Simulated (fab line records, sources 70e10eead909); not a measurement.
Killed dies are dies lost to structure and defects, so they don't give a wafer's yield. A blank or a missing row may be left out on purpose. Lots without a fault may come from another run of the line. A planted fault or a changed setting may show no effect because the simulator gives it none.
fab line records | flow nand_harc
record lots=12 wafers=36 last_day=32
route steps=1302 shown THIN_TSV@1262 END@1302
lots that met no fault: from a run of the same line without faults
start_h: hours from the record's first day to the start of the lot's first wafer shown | wait_h: hours since the lot's step before | " the same as in the row above | L1.1+2: a row that stands for several wafers | - no value, or no start given | * or withheld: withheld | < > ~ a bound
route shown NAME@n: a module of which the file shows steps, and the number in the route of the first | usual: mean/standard deviation of fault-free wafers | same: alike in all rows | chamber/n: place in a boat | sites: the reading at each site | _std_site: their standard deviation | _edge_site: outer sites' mean less inner sites' | radius_mm: how far each site lies from the wafer's centre | mask NAME#n: copy n | behind: the tool/chamber that last shaped the wafer | hold: why the lot was held/for how many hours/how that ended | device: the transistor (n, p or np) that didn't switch | end of line: the same wafers' tests at the end of the route | a step without rows: its recipe alone | killed: dies lost to structure and defects at the first sort, not the wafer's yield | map: a wafer's dies, x killed, . not, _ none there
set.NAME: the setting as run; set.NAME@STEP: as run at that earlier step | model.NAME: the simulator's own value behind a step, which no gauge read
steps of the route over a sample of lots; a table a step, a row a wafer
services: from which hour (start_h, from the record's first day; less than 0 if before it) a tool's chamber was out of use, for how many hours, and why
## steps
# step NHARC_THIN_TSV_ETCH_44
# recipe target_depth_a=15942 time_s=797.1 cf4_flow_sccm=150 o2_flow_sccm=10 ar_flow_sccm=0 rf_w=300 bias_w=800 chemistry=CF4/O2
# usual drypump_motor_current_A=5.6/0.54 mfc_ar_sccm=0.005/0.0092 oes_product_au=0.995/0.0089 rf_fwd_power_W=299.7/0.98 rf_vpp_V=794/4.4 showerhead_plenum_p_Torr=1.83/0.069 throttle_valve_pct=16.914/0.0085
# same time_s=797.1
# columns lot.wafer tool chamber start_h wait_h drypump_motor_current_A mfc_ar_sccm oes_product_au rf_fwd_power_W rf_hours_counter_h rf_vpp_V showerhead_plenum_p_Torr throttle_valve_pct
L445.4 rie_diel-13 0 562.06 0.2 6.4 0 0.982 299.1 1.0 789 1.77 16.914
L445.5 " 2 " " 5.1 0.002 0.992 300.8 - 787 1.73 16.920
L445.6 " 3 " " 5.3 0 0.990 300.9 - 798 1.89 16.920
L446.3 rie_diel-12 3 571.81 0.1 5.5 0.001 0.990 299.4 7.9 803 1.96 16.912
L446.4 " 0 " " 5.1 0.029 0.997 299.5 5.9 797 1.86 16.926
L446.5 " 3 " " 5.5 0.001 0.994 299.9 - 804 1.96 16.916
L449.4 rie_diel-13 2 593.41 0.1 5.1 0.002 0.988 300.8 3.4 786 1.73 16.910
L449.2 " 3 " " 5.3 0 0.986 298.8 3.8 798 1.89 16.902
L449.6 " 1 " " 5.7 0 0.993 299.2 - 799 1.90 16.920
L450.4 rie_diel-13 1 623.28 0.2 5.7 0 0.992 299.1 4.7 798 1.90 16.915
L450.5 " 0 " " 6.4 0 0.972 299.6 - 791 1.77 16.894
L450.6 " 1 " " 5.8 0 1.004 300.4 - 800 1.90 16.919
L452.1 rie_diel-13 0 626.30 0.1 6.4 0 0.997 301.3 5.6 791 1.77 16.904
L452.3 " 3 " " 5.3 0 1.006 299.4 6.1 798 1.88 16.915
L452.5 " 1 " " 5.7 0 0.999 299.3 - 797 1.90 16.919
L457.2 rie_diel-12 1 671.00 0.1 5.3 0 1.003 301.0 3.2 795 1.85 16.900
L457.1 " 3 " " 5.5 0.001 0.992 299.2 3.3 801 1.96 16.903
L457.4 " 0 " " 5.1 0.029 1.000 300.8 0.7 797 1.86 16.926
L456.2 rie_diel-13 3 672.11 0.1 5.3 0 0.981 299.2 8.3 798 1.88 16.902
L456.1 " 0 " " 6.4 0 0.982 300.4 7.9 791 1.77 16.906
L456.6 " 3 " " 5.3 0 0.991 301.2 - 798 1.88 16.909
L455.3 rie_diel-12 0 677.47 0.2 5.1 0.029 1.013 301.1 1.7 797 1.85 16.925
L455.5 " 1 " " 5.3 0 1.012 299.1 - 796 1.85 16.905
L455.6 " 2 " " 5.0 0.003 1.006 299.9 - 790 1.75 16.913
L458.2 rie_diel-13 1 694.28 0.2 5.8 0 1.000 299.5 7.8 798 1.90 16.916
L458.5 " 3 " " 5.3 0 1.000 300.8 - 797 1.88 16.906
L458.6 " 0 " " 6.4 0 0.988 298.9 - 789 1.77 16.920
L461.4 rie_diel-13 2 695.24 0.1 5.1 0.002 0.998 300.9 8.9 788 1.73 16.920
L461.1 " 3 " " 5.3 0 0.976 301.9 9.5 796 1.88 16.902
L461.2 " 0 " " 6.4 0 0.984 299.6 9.0 791 1.77 16.899
L459.2 rie_diel-04 3 696.68 0.2 6.8 0.011 0.991 298.9 5.8 797 1.89 16.912
L459.1 " 0 " " 5.8 0 0.998 297.8 6.5 792 1.82 16.923
L459.4 " 2 " " 5.7 0 1.007 298.7 - 791 1.79 16.915
L464.3 rie_diel-12 3 757.46 0.1 5.5 0.001 0.979 300.6 8.4 801 1.96 16.913
L464.6 " 2 " " 5.0 0.003 1.000 299.1 - 790 1.75 16.904
L464.5 " 0 " " 5.1 0.029 0.986 299.8 - 795 1.85 16.902
# step NHARC_THIN_TSV_ETCHBACK_48
# recipe target_depth_a=10285 over_etch_frac=0.3 time_s=405.17 ion_energy_ev=250 c4f8_flow_sccm=withheld ar_flow_sccm=withheld rf_w=600 bias_w=300 chemistry=C4F8/Ar
# usual oes_product_au=0.94/0.032 rf_fwd_power_W=599.2/1.9 rf_vpp_V=547.1/3
# columns lot.wafer tool chamber start_h wait_h oes_product_au rf_fwd_power_W rf_hours_counter_h rf_vpp_V
L445.4 rie_diel-13 3 563.94 - 0.92 600.3 1.3 549.6
L445.6 " 3 " " 0.92 598.6 - 548.7
L445.5 " 0 " " 0.92 601.1 - 542.7
L446.4 rie_diel-13 3 573.74 - 0.91 597.8 2.5 549.8
L446.3 " 0 " " 0.91 596.8 2.2 545.1
L446.5 " 0 " " 0.92 597.1 - 543.8
L449.2 rie_diel-13 2 595.37 - 0.95 598.4 4.0 541.9
L449.4 " 0 " " 0.95 600.3 3.7 544.1
L449.6 " 3 " " 0.96 600.3 - 548.8
L450.4 rie_diel-13 1 625.24 - 0.93 599.7 5.1 549.4
L450.6 " 1 " " 0.92 597.5 - 551.6
L450.5 " 2 " " 0.93 601.1 - 542.3
L452.3 rie_diel-13 0 628.35 - 0.92 596.9 6.0 544.1
L452.1 " 2 " " 0.93 599.2 6.2 543.4
L452.5 " 3 " " 0.92 604.0 - 549.3
L457.1 rie_diel-12 0 672.98 - 0.98 599.0 0.8 547.4
L457.4 " 2 " " 0.94 598.2 3.6 543.4
L457.2 " 3 " " 0.94 599.3 3.4 552.7
L456.2 rie_diel-12 1 674.12 - 0.92 598.7 3.9 547.1
L456.1 " 2 " " 0.93 601.1 3.7 543.5
L456.6 " 3 " " 0.92 599.0 - 552.7
L455.3 rie_diel-12 3 679.28 - 0.92 600.2 4.3 551.0
L455.5 " 3 " " 0.93 599.2 - 551.8
L455.6 " 0 " " 0.97 603.3 - 550.5
L458.2 rie_diel-12 1 696.17 - 1.25 839.7 5.6 548.6
L458.5 " 1 " " 1.25 837.8 - 548.2
L458.6 " 2 " " 1.24 840.4 - 543.6
L461.2 rie_diel-12 3 697.23 - 1.13 839.8 5.3 552.9
L461.4 " 0 " " 1.14 838.6 2.9 547.3
L461.1 " 1 " " 1.16 837.2 5.8 548.2
L459.1 rie_diel-04 3 698.72 - 0.92 598.2 6.2 550.2
L459.2 " 0 " " 0.93 600.6 6.9 546.8
L459.4 " 1 " " 0.92 596.3 6.2 547.0
L464.3 rie_diel-04 0 759.54 - 1.00 600.3 1.6 544.5
L464.5 " 3 " " 0.99 596.3 - 548.2
L464.6 " 0 " " 1.01 600.1 - 546.9
# step NHARC_THIN_TSV_DEGAS_49
# recipe temp_c=300 time_s=120
# usual heater_power_w=459/35
# same time_s=120
# columns lot.wafer tool chamber start_h wait_h heater_power_w
L445.4 pvd_sputter-02 - 564.56 0.1 434
L445.6 " - " " 497
L445.5 " - " " 437
L446.4 pvd_sputter-01 - 574.29 0.1 443
L446.3 " - " " 445
L446.5 " - " " 458
L449.2 pvd_sputter-02 - 595.89 0.1 454
L449.4 " - " " 434
L449.6 " - " " 484
L450.4 pvd_sputter-02 - 625.79 0.1 450
L450.5 " - " " 490
L450.6 " - " " 438
L452.3 pvd_sputter-02 - 628.86 0.1 446
L452.1 " - " " 415
L452.5 " - " " 487
L457.1 pvd_sputter-02 - 673.51 0.1 446
L457.4 " - " " 473
L457.2 " - " " 445
L456.1 pvd_sputter-01 - 674.60 0.2 483
L456.2 " - " " 477
L456.6 " - " " 419
L455.3 pvd_sputter-02 - 679.85 0.1 432
L455.5 " - " " 458
L455.6 " - " " 471
L458.2 pvd_sputter-01 - 696.73 0.2 468
L458.6 " - " " 491
L458.5 " - " " 420
L461.2 pvd_sputter-03 - 698.00 0.1 390
L461.4 " - " " 475
L461.1 " - " " 521
L459.2 pvd_sputter-02 - 699.25 0.1 444
L459.1 " - " " 482
L459.4 " - " " 443
L464.3 pvd_sputter-02 - 760.03 0.1 467
L464.5 " - " " 459
L464.6 " - " " 460
# step NHARC_THIN_TSV_PRE_CLEAN_50
# recipe time_s=30 temp_c=280 gas=H2/He
# usual heater_power_w=406/30
# same time_s=30
# columns lot.wafer tool chamber start_h wait_h heater_power_w
L445.4 pvd_sputter-02 - - - 421
L445.6 " - " " 383
L445.5 " - " " 396
L446.4 pvd_sputter-01 - - - 419
L446.3 " - " " 422
L446.5 " - " " 402
L449.2 pvd_sputter-02 - - - 393
L449.4 " - " " 378
L449.6 " - " " 389
L450.4 pvd_sputter-02 - - - 376
L450.6 " - " " 426
L450.5 " - " " 402
L452.3 pvd_sputter-02 - - - 424
L452.1 " - " " 393
L452.5 " - " " 418
L457.2 pvd_sputter-02 - - - 392
L457.1 " - " " 414
L457.4 " - " " 389
L456.2 pvd_sputter-01 - - - 423
L456.1 " - " " 412
L456.6 " - " " 414
L455.3 pvd_sputter-02 - - - 419
L455.5 " - " " 379
L455.6 " - " " 394
L458.2 pvd_sputter-01 - - - 425
L458.5 " - " " 414
L458.6 " - " " 368
L461.4 pvd_sputter-03 - - - 459
L461.2 " - " " 473
L461.1 " - " " 342
L459.2 pvd_sputter-02 - - - 407
L459.1 " - " " 385
L459.4 " - " " 395
L464.3 pvd_sputter-02 - - - 404
L464.6 " - " " 403
L464.5 " - " " 423
# step NHARC_END_SORT_01
# recipe temp_c=25
# usual defect_limited_yield=91.0/2.6 killed_at_array=57/17 killed_at_other=0.5/0.82 killed_at_periphery=4.0/2.8 killed_dies=61/18 killed_open=2.9/2 killed_short=2.3/1.7
# same gross_dies=677
# columns lot.wafer tool chamber start_h wait_h defect_limited_yield[%] killed_at_array killed_at_other killed_at_periphery killed_dies killed_open killed_short
L445.4 prober-02 0 579.54 3.4 89.8 66 0 3 69 3 3
L445.5 prober-02 0 580.35 3.7 89.2 72 0 1 73 0 2
L445.6 prober-02 0 581.16 4.0 89.5 69 1 1 71 1 3
L446.3 prober-01 0 591.94 3.1 91.1 56 1 3 60 5 0
L446.4 prober-01 0 592.72 3.4 87.0 84 2 2 88 3 2
L446.5 prober-01 0 593.51 3.6 88.9 68 1 6 75 4 3
L449.2 prober-01 0 607.60 2.8 90.7 59 0 4 63 4 2
L449.4 prober-01 0 609.20 3.4 92.5 45 1 5 51 3 2
L449.6 prober-01 0 610.80 4.0 92.0 46 0 8 54 5 4
L450.4 prober-01 0 640.45 3.4 95.9 26 0 2 28 3 1
L450.5 prober-01 0 641.26 3.7 96.2 25 0 1 26 0 0
L450.6 prober-01 0 642.07 4.0 95.1 30 0 3 33 1 2
L452.1 prober-02 0 645.84 2.5 90.3 63 2 1 66 1 0
L452.3 prober-02 0 647.44 3.1 87.9 78 2 2 82 6 7
L452.5 prober-02 0 649.04 3.7 88.6 75 2 0 77 2 3
L457.1 prober-01 0 686.13 2.5 94.7 26 2 8 36 2 3
L457.2 prober-01 0 686.93 2.8 95.4 23 1 7 31 2 3
L457.4 prober-01 0 688.53 3.4 96.6 16 0 7 23 0 2
L456.1 prober-02 0 686.14 2.5 86.4 88 0 4 92 3 4
L456.2 prober-02 0 686.93 2.8 87.7 78 2 3 83 1 3
L456.6 prober-02 0 690.11 4.0 89.7 68 0 2 70 3 3
L455.3 prober-02 0 696.00 3.1 92.0 43 0 11 54 3 3
L455.5 prober-02 0 697.57 3.6 92.6 44 0 6 50 0 2
L455.6 prober-02 0 698.35 3.9 92.6 42 1 7 50 5 1
L459.1 prober-01 0 710.12 2.5 93.4 43 0 2 45 5 5
L459.2 prober-01 0 710.93 2.8 92.9 45 0 3 48 2 4
L459.4 prober-01 0 712.56 3.4 90.5 60 1 3 64 5 4
L458.2 prober-02 0 710.94 2.8 94.8 31 0 4 35 5 3
L458.5 prober-02 0 713.32 3.7 94.4 37 0 1 38 1 0
L458.6 prober-02 0 714.12 4.0 92.5 47 0 4 51 0 3
L461.1 prober-02 0 717.91 2.5 87.6 75 0 9 84 5 1
L461.2 prober-02 0 718.70 2.8 86.0 87 0 8 95 1 1
L461.4 prober-02 0 720.29 3.4 84.9 98 0 4 102 0 0
L464.3 prober-01 0 774.16 3.1 90.7 60 1 2 63 1 1
L464.5 prober-01 0 775.80 3.8 89.7 66 0 4 70 4 1
L464.6 prober-01 0 776.62 4.1 90.4 61 3 1 65 3 1
# killed by level:class
L445.4 A_CHANNEL_HOLE_D1:chamber_film_flake=30 A_CHANNEL_HOLE_D2:chamber_film_flake=21 A_CONTACT:chamber_film_flake=4 P_GATE:chamber_film_flake=2 A_SOURCE_PLATE:geometric_particle:open=1 A_CHANNEL_FILL_D1:geometric_particle:open=1 A_DECK1_JOINT:geometric_particle:short=1 A_ONON_D2:geometric_particle:open=1
L445.5 A_CHANNEL_HOLE_D1:chamber_film_flake=35 A_CHANNEL_HOLE_D2:chamber_film_flake=19 A_STAIRCASE:chamber_film_flake=4 A_CONTACT:chamber_film_flake=4 A_WL_FILL:chamber_film_flake=3 A_DECK1_JOINT:chamber_film_flake=2 A_SGD_CUT:chamber_film_flake=2 A_CHANNEL_FILL_D2:geometric_particle:short=1
L445.6 A_CHANNEL_HOLE_D2:chamber_film_flake=37 A_CHANNEL_HOLE_D1:chamber_film_flake=18 A_CONTACT:chamber_film_flake=6 A_WL_FILL:geometric_particle:short=2 A_STAIRCASE:chamber_film_flake=2 A_CHANNEL_FILL_D2:geometric_particle:short=1 A_M0:geometric_particle:open=1 P_GATE:chamber_film_flake=1
L446.3 A_SLIT:chamber_film_flake=22 A_CHANNEL_HOLE_D1:chamber_film_flake=12 A_CHANNEL_HOLE_D2:chamber_film_flake=11 A_STAIRCASE:chamber_film_flake=3 P_GATE:chamber_film_flake=2 A_CHANNEL_FILL_D2:geometric_particle:open=1 A_WL_FILL:geometric_particle:open=1 A_BLC:geometric_particle:open=1
L446.4 A_CHANNEL_HOLE_D1:chamber_film_flake=28 A_CHANNEL_HOLE_D2:chamber_film_flake=22 A_SLIT:chamber_film_flake=19 A_STAIRCASE:chamber_film_flake=5 A_CHANNEL_FILL_D2:geometric_particle:open=2 A_SGD_CUT:chamber_film_flake=2 THIN_TSV:chamber_film_flake=2 A_DECK1_JOINT:geometric_particle:short=1
L446.5 A_SLIT:chamber_film_flake=22 A_CHANNEL_HOLE_D1:chamber_film_flake=16 A_CHANNEL_HOLE_D2:chamber_film_flake=8 A_STAIRCASE:chamber_film_flake=6 P_GATE:chamber_film_flake=3 A_DECK1_JOINT:chamber_film_flake=3 A_SGD_CUT:geometric_particle:open=2 P_ZERO_WELL:chamber_film_flake=2
L449.2 A_SLIT:chamber_film_flake=27 A_CHANNEL_HOLE_D2:chamber_film_flake=11 A_CONTACT:chamber_film_flake=6 P_M2:chamber_film_flake=2 A_CHANNEL_FILL_D1:chamber_film_flake=2 A_STAIRCASE:chamber_film_flake=2 A_WL_FILL:chamber_film_flake=2 A_BONDPAD:chamber_film_flake=2
L449.4 A_SLIT:chamber_film_flake=26 A_CHANNEL_HOLE_D2:chamber_film_flake=5 A_CONTACT:chamber_film_flake=5 P_ZERO_WELL:chamber_film_flake=3 A_ONON_D1:geometric_particle:short=2 P_M2:chamber_film_flake=2 A_SGD_CUT:geometric_particle:open=1 A_WL_FILL:geometric_particle:open=1
L449.6 A_SLIT:chamber_film_flake=17 A_CHANNEL_HOLE_D2:chamber_film_flake=10 A_CHANNEL_FILL_D2:chamber_film_flake=4 A_CONTACT:chamber_film_flake=4 A_ONON_D1:geometric_particle:open=3 P_CONTACT:geometric_particle:short=2 P_ZERO_WELL:chamber_film_flake=2 P_M2:chamber_film_flake=2
L450.4 A_CHANNEL_HOLE_D2:chamber_film_flake=14 A_CONTACT:chamber_film_flake=5 A_STAIRCASE:chamber_film_flake=2 A_CHANNEL_HOLE_D2:geometric_particle:short=1 A_CHANNEL_FILL_D2:geometric_particle:open=1 A_CONTACT:geometric_particle:open=1 A_M0:geometric_particle:open=1 P_ZERO_WELL:chamber_film_flake=1
L450.5 A_CHANNEL_HOLE_D2:chamber_film_flake=15 A_CONTACT:chamber_film_flake=6 A_CHANNEL_HOLE_D1:chamber_film_flake=2 A_CHANNEL_FILL_D2:chamber_film_flake=2 P_M2:chamber_film_flake=1
L450.6 A_CHANNEL_HOLE_D2:chamber_film_flake=9 A_CHANNEL_HOLE_D1:chamber_film_flake=6 A_CONTACT:chamber_film_flake=6 A_DECK1_JOINT:chamber_film_flake=3 P_ZERO_WELL:chamber_film_flake=2 A_STAIRCASE:chamber_film_flake=2 P_CONTACT:geometric_particle:open=1 A_CHANNEL_HOLE_D2:geometric_particle:short=1
L452.1 A_CHANNEL_HOLE_D2:chamber_film_flake=35 A_CHANNEL_HOLE_D1:chamber_film_flake=18 A_CONTACT:chamber_film_flake=7 THIN_TSV:chamber_film_flake=2 A_CHANNEL_FILL_D1:geometric_particle:open=1 P_GATE:chamber_film_flake=1 A_ZERO_WELL:chamber_film_flake=1 A_STAIRCASE:chamber_film_flake=1
L452.3 A_CHANNEL_HOLE_D2:chamber_film_flake=32 A_CHANNEL_HOLE_D1:chamber_film_flake=23 A_CHANNEL_FILL_D2:chamber_film_flake=3 A_CHANNEL_FILL_D1:chamber_film_flake=2 A_WL_FILL:chamber_film_flake=2 A_CONTACT:chamber_film_flake=2 THIN_TSV:chamber_film_flake=2 A_SOURCE_PLATE:geometric_particle:open=1
L452.5 A_CHANNEL_HOLE_D2:chamber_film_flake=25 A_CHANNEL_HOLE_D1:chamber_film_flake=25 A_CONTACT:chamber_film_flake=12 A_CHANNEL_FILL_D1:chamber_film_flake=2 A_STAIRCASE:chamber_film_flake=2 A_WL_FILL:chamber_film_flake=2 THIN_TSV:chamber_film_flake=2 A_ONON_D1:geometric_particle:open=1
L457.1 A_CHANNEL_HOLE_D1:chamber_film_flake=11 A_CONTACT:chamber_film_flake=5 P_STI:chamber_film_flake=3 P_CONTACT:chamber_film_flake=2 A_DECK1_JOINT:chamber_film_flake=2 A_STAIRCASE:chamber_film_flake=2 A_SLIT:chamber_film_flake=2 P_GATE:geometric_particle:short=1
L456.1 A_CHANNEL_HOLE_D1:chamber_film_flake=39 A_SLIT:chamber_film_flake=27 A_CHANNEL_HOLE_D2:chamber_film_flake=12 A_CHANNEL_FILL_D2:chamber_film_flake=2 A_STAIRCASE:chamber_film_flake=2 P_CONTACT:geometric_particle:open=1 P_M1:geometric_particle:open=1 A_SOURCE_PLATE:geometric_particle:short=1
L457.2 A_CHANNEL_HOLE_D1:chamber_film_flake=9 A_SLIT:chamber_film_flake=4 A_CONTACT:chamber_film_flake=4 P_STI:chamber_film_flake=3 P_M0:geometric_particle:open=2 P_BONDPAD:chamber_film_flake=2 A_DECK1_JOINT:chamber_film_flake=2 A_CHANNEL_FILL_D1:geometric_particle:short=1
L456.2 A_SLIT:chamber_film_flake=35 A_CHANNEL_HOLE_D1:chamber_film_flake=26 A_CHANNEL_HOLE_D2:chamber_film_flake=8 P_CONTACT:chamber_film_flake=2 A_DECK1_JOINT:chamber_film_flake=2 A_STAIRCASE:chamber_film_flake=2 THIN_TSV:chamber_film_flake=2 P_GATE:geometric_particle:short=1
L457.4 A_CHANNEL_HOLE_D1:chamber_film_flake=8 P_CONTACT:chamber_film_flake=3 A_BLC:chamber_film_flake=3 P_STI:chamber_film_flake=2 P_BONDPAD:chamber_film_flake=2 A_CHANNEL_HOLE_D1:geometric_particle:short=1 A_ONON_D2:geometric_particle:short=1 A_CHANNEL_FILL_D2:chamber_film_flake=1
L456.6 A_SLIT:chamber_film_flake=27 A_CHANNEL_HOLE_D1:chamber_film_flake=24 A_CHANNEL_HOLE_D2:chamber_film_flake=9 A_BLC:chamber_film_flake=3 P_CONTACT:geometric_particle:short=1 P_M1:geometric_particle:open=1 A_ONON_D1:geometric_particle:open=1 A_CHANNEL_HOLE_D1:geometric_particle:short=1
L455.3 A_SLIT:chamber_film_flake=30 A_CHANNEL_HOLE_D1:chamber_film_flake=6 P_CONTACT:chamber_film_flake=5 P_ZERO_WELL:chamber_film_flake=3 P_STI:chamber_film_flake=2 P_CONTACT:geometric_particle:short=1 A_SOURCE_PLATE:geometric_particle:open=1 A_CHANNEL_FILL_D1:geometric_particle:short=1
L455.5 A_SLIT:chamber_film_flake=30 A_CHANNEL_HOLE_D1:chamber_film_flake=5 P_CONTACT:chamber_film_flake=4 A_WL_FILL:chamber_film_flake=4 A_CONTACT:chamber_film_flake=3 P_ZERO_WELL:chamber_film_flake=2 A_CHANNEL_HOLE_D1:geometric_particle:short=1 A_DECK1_JOINT:geometric_particle:short=1
L455.6 A_SLIT:chamber_film_flake=30 P_CONTACT:chamber_film_flake=5 A_CONTACT:chamber_film_flake=4 A_CHANNEL_FILL_D2:geometric_particle:open=2 A_STAIRCASE:chamber_film_flake=2 A_WL_FILL:chamber_film_flake=2 P_CONTACT:geometric_particle:open=1 P_M1:geometric_particle:open=1
L459.1 A_CHANNEL_HOLE_D2:chamber_film_flake=19 A_CHANNEL_HOLE_D1:chamber_film_flake=7 A_DECK1_JOINT:geometric_particle:short=2 A_CHANNEL_FILL_D1:chamber_film_flake=2 A_SLIT:chamber_film_flake=2 A_SOURCE_PLATE:geometric_particle:short=1 A_CHANNEL_HOLE_D1:geometric_particle:open=1 A_ONON_D2:geometric_particle:open=1
L459.2 A_CHANNEL_HOLE_D2:chamber_film_flake=26 A_CHANNEL_HOLE_D1:chamber_film_flake=5 A_SLIT:chamber_film_flake=4 P_STI:chamber_film_flake=3 A_WL_FILL:geometric_particle:open=2 A_CHANNEL_FILL_D1:chamber_film_flake=2 A_ONON_D1:geometric_particle:short=1 A_CHANNEL_FILL_D1:geometric_particle:short=1
L458.2 A_CHANNEL_HOLE_D1:chamber_film_flake=16 A_M0:chamber_film_flake=3 A_STAIRCASE:chamber_film_flake=2 A_SLIT:chamber_film_flake=2 P_GATE:geometric_particle:short=1 P_CONTACT:geometric_particle:open=1 A_CHANNEL_FILL_D1:geometric_particle:short=1 A_DECK1_JOINT:geometric_particle:open=1
L459.4 A_CHANNEL_HOLE_D2:chamber_film_flake=24 A_CHANNEL_HOLE_D1:chamber_film_flake=13 A_SLIT:chamber_film_flake=6 A_CHANNEL_FILL_D1:chamber_film_flake=4 A_STAIRCASE:chamber_film_flake=3 A_CONTACT:chamber_film_flake=3 P_CONTACT:geometric_particle:open=2 A_WL_FILL:geometric_particle:short=2
L458.5 A_CHANNEL_HOLE_D1:chamber_film_flake=19 A_M0:chamber_film_flake=6 A_CHANNEL_FILL_D1:chamber_film_flake=3 A_STAIRCASE:chamber_film_flake=3 A_CONTACT:chamber_film_flake=3 A_BLC:geometric_particle:open=1 P_M1:chamber_film_flake=1 A_ZERO_WELL:chamber_film_flake=1
L458.6 A_CHANNEL_HOLE_D1:chamber_film_flake=33 A_SLIT:chamber_film_flake=3 A_ONON_D2:geometric_particle:short=2 P_STI:chamber_film_flake=2 A_STAIRCASE:chamber_film_flake=2 A_M1:geometric_particle:short=1 P_GATE:chamber_film_flake=1 P_M1:chamber_film_flake=1
L461.1 A_SLIT:chamber_film_flake=31 A_CHANNEL_HOLE_D2:chamber_film_flake=21 A_CHANNEL_HOLE_D1:chamber_film_flake=14 A_CONTACT:chamber_film_flake=4 P_GATE:chamber_film_flake=3 P_M1:chamber_film_flake=3 P_GATE:geometric_particle:open=1 P_M0:geometric_particle:open=1
L461.2 A_CHANNEL_HOLE_D1:chamber_film_flake=33 A_SLIT:chamber_film_flake=32 A_CHANNEL_HOLE_D2:chamber_film_flake=16 P_GATE:chamber_film_flake=3 P_M1:chamber_film_flake=3 A_CONTACT:chamber_film_flake=3 P_STI:geometric_particle:short=1 P_CONTACT:geometric_particle:open=1
L461.4 A_CHANNEL_HOLE_D1:chamber_film_flake=34 A_SLIT:chamber_film_flake=32 A_CHANNEL_HOLE_D2:chamber_film_flake=24 A_CONTACT:chamber_film_flake=5 P_GATE:chamber_film_flake=3 A_STAIRCASE:chamber_film_flake=2 P_ZERO_WELL:chamber_film_flake=1 A_CHANNEL_FILL_D2:chamber_film_flake=1
L464.3 A_SLIT:chamber_film_flake=33 A_CHANNEL_HOLE_D1:chamber_film_flake=13 A_CONTACT:chamber_film_flake=3 A_CHANNEL_HOLE_D2:chamber_film_flake=3 A_WL_FILL:chamber_film_flake=3 A_SGD_CUT:chamber_film_flake=2 P_M0:geometric_particle:short=1 A_CONTACT:geometric_particle:open=1
L464.5 A_SLIT:chamber_film_flake=34 A_CHANNEL_HOLE_D1:chamber_film_flake=19 A_CHANNEL_HOLE_D2:chamber_film_flake=4 P_BONDPAD:chamber_film_flake=2 A_STAIRCASE:chamber_film_flake=2 A_CONTACT:chamber_film_flake=2 P_CONTACT:geometric_particle:open=1 P_M2:geometric_particle:short=1
L464.6 A_SLIT:chamber_film_flake=35 A_CHANNEL_HOLE_D1:chamber_film_flake=14 A_STAIRCASE:chamber_film_flake=4 A_CONTACT:chamber_film_flake=3 THIN_TSV:chamber_film_flake=3 A_ONON_D1:geometric_particle:open=2 A_CHANNEL_FILL_D1:geometric_particle:short=1 A_DECK1_JOINT:geometric_particle:open=1
## services
# columns tool chamber start_h hours kind
rie_diel-13 0 552.50 - clean
pvd_sputter-02 - 554.03 4.9 repair
pvd_sputter-01 - 563.71 6.7 repair
rie_diel-12 0 572.92 12.8 repair
pvd_sputter-01 - 582.04 10.0 pm
pvd_sputter-03 - 591.39 1.1 repair
rie_diel-04 3 608.83 6.3 repair
rie_diel-12 1 613.53 6.3 repair
rie_diel-13 1 615.49 1.7 repair
rie_diel-12 - 622.40 9.0 pm
pvd_sputter-02 - 638.00 10.0 pm
rie_diel-12 0 644.48 7.1 repair
rie_diel-12 0 655.92 9.8 repair
rie_diel-04 1 694.28 2.6 repair
rie_diel-13 - 696.00 9.0 pm
pvd_sputter-02 - 699.73 1.8 repair
pvd_sputter-03 - 704.06 10.0 pm
rie_diel-04 - 708.90 9.0 pm
rie_diel-12 1 716.41 44.4 repair
rie_diel-12 3 723.96 6.9 repair
rie_diel-12 - 727.28 1.3 repair
rie_diel-04 2 742.29 6.2 repair
pvd_sputter-03 - 758.37 3.6 repair
pvd_sputter-01 - 760.04 10.0 pm
## key
first_sign step=NHARC_THIN_TSV_ETCHBACK_48 reading=rf_fwd_power_W direction=up sigmas=99+ usual=* struck=*
effect step=NHARC_THIN_TSV_ETCHBACK_48 reading=oes_product_au direction=up sigmas=7.9 usual=0.94 struck=1.19
met_at NHARC_THIN_TSV_ETCHBACK_48
struck_lots L458,L461
not_acting_at NHARC_THIN_TSV_ETCH_44,NHARC_THIN_TSV_DEGAS_49,NHARC_THIN_TSV_PRE_CLEAN_50
onset_between 679.28 696.17
fault kind=process_parameter_drift tool=rie_diel-12 chamber=- onset_h=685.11 steps=NHARC_THIN_TSV_ETCHBACK_48 channel=rf_w offset=* shape=step end_h=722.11 acts_in=* stated=*
